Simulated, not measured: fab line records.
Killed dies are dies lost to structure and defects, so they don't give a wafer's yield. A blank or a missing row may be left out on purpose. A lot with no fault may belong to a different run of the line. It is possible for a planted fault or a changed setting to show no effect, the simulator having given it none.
What tool caused it? + flow n5 finfet + 72 wafers from 24 lots sampled at 5 of the route's 1938 steps

WHAT THE GAUGES READ, wafer by wafer
N5_BEOL_M9_THK_MEAS_53: measures by xrf.
| lot  | measured     | on            | M9_THK (nm) |
|------|--------------|---------------|-------------|
| L074 | day 11 09:49 | film metro-01 | 136 140 137 |
| L075 | day 11 11:00 | film metro-01 | 141 141 138 |
| L077 | day 11 18:34 | film metro-01 | 136 135 139 |
| L078 | day 11 18:55 | film metro-02 | 143 145 142 |
| L076 | day 12 05:59 | film metro-02 | 133 135 143 |
| L079 | day 12 07:23 | film metro-02 | 137 136 138 |
| L080 | day 12 08:11 | film metro-02 | 140 142 138 |
| L081 | day 12 16:04 | film metro-02 | 141 137 140 |
| L082 | day 13 06:08 | film metro-01 | 134 137 142 |
| L083 | day 13 14:45 | film metro-01 | 137 140 138 |
| L085 | day 13 15:34 | film metro-01 | 144 136 135 |
| L086 | day 13 21:16 | film metro-01 | 143 141 142 |
| L084 | day 14 03:10 | film metro-02 | 145 142 147 |
| L087 | day 14 11:02 | film metro-02 | 141 138 138 |
| L088 | day 15 01:18 | film metro-02 | 135 136 139 |
| L089 | day 15 05:40 | film metro-01 | 143 144 137 |
| L090 | day 15 10:36 | film metro-02 | 139 139 147 |
| L093 | day 15 11:17 | film metro-02 | 140 135 142 |
| L091 | day 15 11:41 | film metro-02 | 142 140 141 |
| L092 | day 16 02:12 | film metro-02 | 142 133 135 |
| L094 | day 16 17:18 | film metro-01 | 138 138 136 |
| L096 | day 17 00:51 | film metro-02 | 140 139 144 |
| L095 | day 17 01:28 | film metro-02 | 137 139 137 |
| L097 | day 17 03:07 | film metro-02 | 137 136 134 |

N5_BEOL_M10_CD_MEAS_11 targets a cd of 64.1 nm.
| lot  | measured     | on        | cd nm (nm)     |
|------|--------------|-----------|----------------|
| L074 | day 11 12:35 | cd sem-03 | 64.1 64.1 64.8 |
| L075 | day 11 13:07 | cd sem-02 | 64.7 64.7 64.9 |
| L077 | day 11 21:11 | cd sem-03 | 65.1 65.2 65.0 |
| L078 | day 11 21:22 | cd sem-01 | 63.4 63.3 64.0 |
| L076 | day 12 07:33 | cd sem-02 | 64.7 64.8 64.2 |
| L079 | day 12 09:35 | cd sem-01 | 63.7 63.4 64.4 |
| L080 | day 12 10:02 | cd sem-01 | 64.2 65.0 64.3 |
| L081 | day 12 19:25 | cd sem-03 | 63.5 64.2 64.2 |
| L082 | day 13 08:34 | cd sem-02 | 64.1 64.9 65.4 |
| L083 | day 13 17:22 | cd sem-03 | 63.6 64.6 63.6 |
| L085 | day 13 17:46 | cd sem-01 | 64.1 64.5 64.8 |
| L086 | day 13 23:23 | cd sem-03 | 64.1 64.4 63.6 |
| L084 | day 14 05:46 | cd sem-02 | 63.7 63.6 64.1 |
| L087 | day 14 13:08 | cd sem-03 | 64.0 63.8 64.0 |
| L088 | day 15 02:42 | cd sem-02 | 63.4 63.8 63.5 |
| L089 | day 15 07:31 | cd sem-02 | 64.4 64.9 65.1 |
| L090 | day 15 11:52 | cd sem-01 | 64.3 64.5 64.2 |
| L093 | day 15 12:41 | cd sem-01 | 63.7 64.4 64.0 |
| L091 | day 15 13:04 | cd sem-02 | 64.6 63.6 63.5 |
| L092 | day 16 04:04 | cd sem-02 | 64.3 64.7 65.0 |
| L094 | day 16 22:36 | cd sem-03 | 64.2 64.4 64.3 |
| L096 | day 17 04:19 | cd sem-02 | 63.9 64.6 63.2 |
| L095 | day 17 04:34 | cd sem-03 | 64.5 64.9 63.6 |
| L097 | day 17 07:06 | cd sem-03 | 64.1 64.5 64.0 |

WHICH TOOL RAN EACH LOT (tool, then ch and the chambers of the sampled wafers, then the start)
| lot  | N5_BEOL_M9_STRIP_80                           | N5_BEOL_M9_SURFACE_TREAT_79  | N5_BEOL_M10_CURE_71           |
|------|-----------------------------------------------|------------------------------|-------------------------------|
| L074 | rie diel-06 ch 0,1,2, day 11 08:07 or earlier | pvd sputter-01, day 11 08:07 | uv cure-02 ch 0, day 11 10:10 |
| L075 | rie diel-01 ch 0,1,3, day 11 09:01 or earlier | pvd sputter-03, day 11 09:01 | uv cure-02 ch 0, day 11 11:23 |
| L077 | rie diel-01 ch 0,2,3, day 11 17:31 or earlier | pvd sputter-03, day 11 17:31 | uv cure-02 ch 1, day 11 19:10 |
| L078 | rie diel-03 ch 1,2,3, day 11 17:38 or earlier | pvd sputter-03, day 11 17:38 | uv cure-01 ch 0, day 11 19:20 |
| L076 | rie diel-06 ch 1,2,3, day 12 02:55 or earlier | pvd sputter-02, day 12 02:55 | uv cure-03 ch 0, day 12 06:20 |
| L079 | rie diel-01 ch 0,2,3, day 12 06:17 or earlier | pvd sputter-01, day 12 06:17 | uv cure-03 ch 2, day 12 07:40 |
| L080 | rie diel-01 ch 0,2,3, day 12 07:11 or earlier | pvd sputter-02, day 12 07:11 | uv cure-02 ch 2, day 12 08:28 |
| L081 | rie diel-06 ch 0,3, day 12 14:45 or earlier   | pvd sputter-03, day 12 14:45 | uv cure-01 ch 2, day 12 16:40 |
| L082 | rie diel-06 ch 0,1,3, day 13 04:43 or earlier | pvd sputter-03, day 13 04:43 | uv cure-02 ch 2, day 13 06:34 |
| L083 | rie diel-03 ch 0,2,3, day 13 11:00 or earlier | pvd sputter-01, day 13 11:00 | uv cure-03 ch 1, day 13 15:13 |
| L085 | rie diel-06 ch 1,2,3, day 13 11:33 or earlier | pvd sputter-02, day 13 11:33 | uv cure-02 ch 0, day 13 16:05 |
| L086 | rie diel-03 ch 0,2,3, day 13 17:36 or earlier | pvd sputter-03, day 13 17:36 | uv cure-02 ch 0, day 13 21:37 |
| L084 | rie diel-03 ch 0,1,2, day 13 23:38 or earlier | pvd sputter-02, day 13 23:38 | uv cure-02 ch 1, day 14 03:26 |
| L087 | rie diel-03 ch 0,3, day 14 10:02 or earlier   | pvd sputter-02, day 14 10:02 | uv cure-01 ch 1, day 14 11:33 |
| L088 | rie diel-01 ch 0,1,2, day 14 23:53 or earlier | pvd sputter-01, day 14 23:53 | uv cure-02 ch 0, day 15 01:40 |
| L089 | rie diel-06 ch 1,2, day 15 04:36 or earlier   | pvd sputter-02, day 15 04:36 | uv cure-03 ch 1, day 15 06:02 |
| L090 | rie diel-06 ch 0,1,2, day 15 09:37 or earlier | pvd sputter-03, day 15 09:37 | uv cure-01 ch 2, day 15 11:02 |
| L093 | rie diel-01 ch 2,3, day 15 10:16 or earlier   | pvd sputter-02, day 15 10:16 | uv cure-03 ch 0, day 15 11:44 |
| L091 | rie diel-03 ch 0,2,3, day 15 10:39 or earlier | pvd sputter-02, day 15 10:39 | uv cure-01 ch 1, day 15 11:58 |
| L092 | rie diel-06 ch 0,3, day 16 00:54 or earlier   | pvd sputter-02, day 16 00:54 | uv cure-02 ch 2, day 16 02:29 |
| L094 | rie diel-01 ch 0,2,3, day 16 14:56 or earlier | pvd sputter-03, day 16 14:56 | uv cure-03 ch 2, day 16 17:35 |
| L096 | rie diel-03 ch 0,1,3, day 16 22:55 or earlier | pvd sputter-03, day 16 22:55 | uv cure-02 ch 0, day 17 01:12 |
| L095 | rie diel-01 ch 0,1,2, day 16 22:58 or earlier | pvd sputter-03, day 16 22:58 | uv cure-01 ch 2, day 17 01:44 |
| L097 | rie diel-01 ch 0,2, day 17 01:31 or earlier   | pvd sputter-02, day 17 01:31 | uv cure-01 ch 1, day 17 03:35 |
- N5_BEOL_M9_STRIP_80: strips in N2/H2, time 10 s.
- N5_BEOL_M9_SURFACE_TREAT_79
- N5_BEOL_M10_CURE_71: cures SiCOH lowk, time 240 s.

AS READ BY THE TOOLS THEMSELVES (means over the sampled wafers that have a number; for cases with no such wafer, the mark the record gives instead)
N5_BEOL_M9_STRIP_80.
| lot  | tool        | drypump motor current A (A) | oes product au (a.u.) | rf vpp V (V) | showerhead plenum p Torr (Torr) | throttle valve pct (%) |
|------|-------------|-----------------------------|-----------------------|--------------|---------------------------------|------------------------|
| L074 | rie diel-06 | 5.9                         | 0.83                  | 59.1         | 2.61                            | 23.56                  |
| L075 | rie diel-01 | 6.0                         | 0.74                  | 58.4         | 2.47                            | 23.59                  |
| L077 | rie diel-01 | 6.1                         | 0.77                  | 59.4         | 2.54                            | 23.44                  |
| L078 | rie diel-03 | 4.9                         | 0.77                  | 59.1         | 2.48                            | 23.92                  |
| L076 | rie diel-06 | 5.7                         | 0.78                  | 58.6         | 2.58                            | 23.66                  |
| L079 | rie diel-01 | 6.0                         | 0.76                  | 60.0         | 2.54                            | 23.45                  |
| L080 | rie diel-01 | 6.1                         | 0.76                  | 59.5         | 2.54                            | 23.45                  |
| L081 | rie diel-06 | 6.4                         | 0.82                  | 58.8         | 2.57                            | 23.30                  |
| L082 | rie diel-06 | 5.9                         | 0.82                  | 59.4         | 2.57                            | 23.53                  |
| L083 | rie diel-03 | 5.1                         | 0.80                  | 59.2         | 2.53                            | 23.77                  |
| L085 | rie diel-06 | 5.7                         | 0.77                  | 59.9         | 2.57                            | 23.70                  |
| L086 | rie diel-03 | 5.1                         | 0.80                  | 58.7         | 2.53                            | 23.77                  |
| L084 | rie diel-03 | 5.2                         | 0.81                  | 59.2         | 2.53                            | 23.76                  |
| L087 | rie diel-03 | 5.2                         | 0.82                  | 59.5         | 2.54                            | 23.70                  |
| L088 | rie diel-01 | 5.9                         | 0.70                  | 58.7         | 2.52                            | 23.74                  |
| L089 | rie diel-06 | 5.5                         | 0.80                  | 59.6         | 2.59                            | 23.84                  |
| L090 | rie diel-06 | 5.9                         | 0.79                  | 59.9         | 2.59                            | 23.60                  |
| L093 | rie diel-01 | 6.1                         | 0.78                  | 59.4         | 2.51                            | 23.23                  |
| L091 | rie diel-03 | 5.1                         | 0.78                  | 58.8         | 2.53                            | 23.79                  |
| L092 | rie diel-06 | 6.2                         | 0.74                  | 58.9         | 2.53                            | 23.44                  |
| L094 | rie diel-01 | 6.1                         | 0.74                  | 58.8         | 2.53                            | 23.49                  |
| L096 | rie diel-03 | 5.1                         | 0.78                  | 58.9         | 2.48                            | 23.87                  |
| L095 | rie diel-01 | 5.9                         | 0.69                  | 59.7         | 2.51                            | 23.76                  |
| L097 | rie diel-01 | 5.9                         | 0.70                  | 59.9         | 2.59                            | 23.61                  |

N5_BEOL_M9_SURFACE_TREAT_79.
| lot  | tool           | ar flow sccm (sccm) |
|------|----------------|---------------------|
| L074 | pvd sputter-01 | 29.90               |
| L075 | pvd sputter-03 | 30.02               |
| L077 | pvd sputter-03 | 29.98               |
| L078 | pvd sputter-03 | 29.96               |
| L076 | pvd sputter-02 | 30.09               |
| L079 | pvd sputter-01 | 29.96               |
| L080 | pvd sputter-02 | 30.02               |
| L081 | pvd sputter-03 | 30.08               |
| L082 | pvd sputter-03 | 29.93               |
| L083 | pvd sputter-01 | 30.04               |
| L085 | pvd sputter-02 | 30.02               |
| L086 | pvd sputter-03 | 30.06               |
| L084 | pvd sputter-02 | 30.09               |
| L087 | pvd sputter-02 | 30.00               |
| L088 | pvd sputter-01 | 29.97               |
| L089 | pvd sputter-02 | 29.98               |
| L090 | pvd sputter-03 | 29.94               |
| L093 | pvd sputter-02 | 29.98               |
| L091 | pvd sputter-02 | 29.97               |
| L092 | pvd sputter-02 | 30.10               |
| L094 | pvd sputter-03 | 30.02               |
| L096 | pvd sputter-03 | 29.94               |
| L095 | pvd sputter-03 | 30.04               |
| L097 | pvd sputter-02 | 29.94               |

N5_BEOL_M10_CURE_71.
| lot  | tool       | lamp power pct (%) | wafer_temp_C_max |
|------|------------|--------------------|------------------|
| L074 | uv cure-02 | 52.29              | 387.0            |
| L075 | uv cure-02 | 52.34              | 387.1            |
| L077 | uv cure-02 | 52.34              | 387.3            |
| L078 | uv cure-01 | 52.32              | 386.8            |
| L076 | uv cure-03 | 52.27              | 387.1            |
| L079 | uv cure-03 | 52.27              | 386.8            |
| L080 | uv cure-02 | 52.35              | 387.5            |
| L081 | uv cure-01 | 52.32              | 385.6            |
| L082 | uv cure-02 | 52.27              | 387.5            |
| L083 | uv cure-03 | 52.35              | 387.4            |
| L085 | uv cure-02 | 52.35              | 387.1            |
| L086 | uv cure-02 | 52.32              | 387.1            |
| L084 | uv cure-02 | 52.31              | 387.7            |
| L087 | uv cure-01 | 52.33              | 387.4            |
| L088 | uv cure-02 | 52.27              | 386.8            |
| L089 | uv cure-03 | 52.32              | 387.3            |
| L090 | uv cure-01 | 52.31              | 385.5            |
| L093 | uv cure-03 | 52.32              | 387.1            |
| L091 | uv cure-01 | 52.31              | 387.7            |
| L092 | uv cure-02 | 52.36              | 386.8            |
| L094 | uv cure-03 | 52.34              | 386.8            |
| L096 | uv cure-02 | 52.29              | 387.3            |
| L095 | uv cure-01 | 52.33              | 386.2            |
| L097 | uv cure-01 | 52.30              | 387.7            |

THE ANSWER, worked out from the rows above alone
Rule: the lots themselves supply what counts as usual. Put in order of their means at a reading, lots are off if they are a third of the lots or fewer, leave a main group of 4 or more, and stand apart from it by a gap of 3 or more times the standard deviation of the main group's means; of several such gaps the widest counts. Not used: any main group whose means are identical at the precision the tables above print for the reading. Also off: a lot with no number at a reading for which 4 or more lots have one. Any other lot the step has rows for is counted as sound. After the gauges, taken in route order, come the tools' own readings; for these a lot's mean is taken, as printed above. At the first step where some lot is off, the reading lying furthest off is the one used; lots without a number count as furthest.
Nothing can be told from this: no lot is off at any reading shown.

WHAT THE SIMULATOR HAD PUT IN
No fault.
